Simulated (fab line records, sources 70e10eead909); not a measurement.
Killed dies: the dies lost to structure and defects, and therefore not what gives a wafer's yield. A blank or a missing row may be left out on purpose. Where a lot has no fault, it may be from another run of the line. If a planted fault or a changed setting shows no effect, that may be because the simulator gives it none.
Chamber matching ; flow nandHarc ; 4 sister chambers for NHARC_A_CONTACT_ALD_18 on aldMetal-03
The step deposits TiN, target thk 3 nm, pulse time 1 s, ald cycles 150. 4 wafers are shown with their chamber, then 10 later ones without.

== EACH WAFER AND ITS CHAMBER ==
wafer;chamber;heaterPowerW (W)
L083.5;0;1427
L089.2;1;1268
L091.2;2;1144
L091.3;3;1143

== WAFERS WITHOUT THEIR CHAMBER ==
wafer;heaterPowerW (W)
L091.6;1330
L092.1;1380
L092.3;1148
L092.5;1294
L093.3;1150
L093.5;1410
L093.6;1153
L096.4;1150
L096.5;1330
L096.6;1383

== THE CHAMBER EACH PASSED THROUGH ==
wafer;from the rows above;in truth
L091.6;can't be placed: 1 or 0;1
L092.1;can't be placed: 0 or 1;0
L092.3;can't be placed: 2 or 3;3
L092.5;1;1
L093.3;can't be placed: 2 or 3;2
L093.5;0;0
L093.6;can't be placed: 2 or 3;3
L096.4;can't be placed: 2 or 3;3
L096.5;can't be placed: 1 or 0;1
L096.6;can't be placed: 0 or 1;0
2 of 10 placed correctly. These rows do not allow placing 8 (true chamber among the candidates in 8). Wrongly placed: 0.
How it was worked out, from the rows above alone: a wafer's distance from a chamber is the root of the sum, over the readings, of the square of ((its reading less the chamber's mean) divided by the reading's scatter). If the next closest chamber is less than 2 further off than the closest, the wafer can't be placed; otherwise it belongs to the closest. A chamber's mean is the mean of its shown wafers. The scatter (one wafer shown for each chamber): square how far every hidden wafer sits from the nearest shown wafer, average those squares and take the square root.
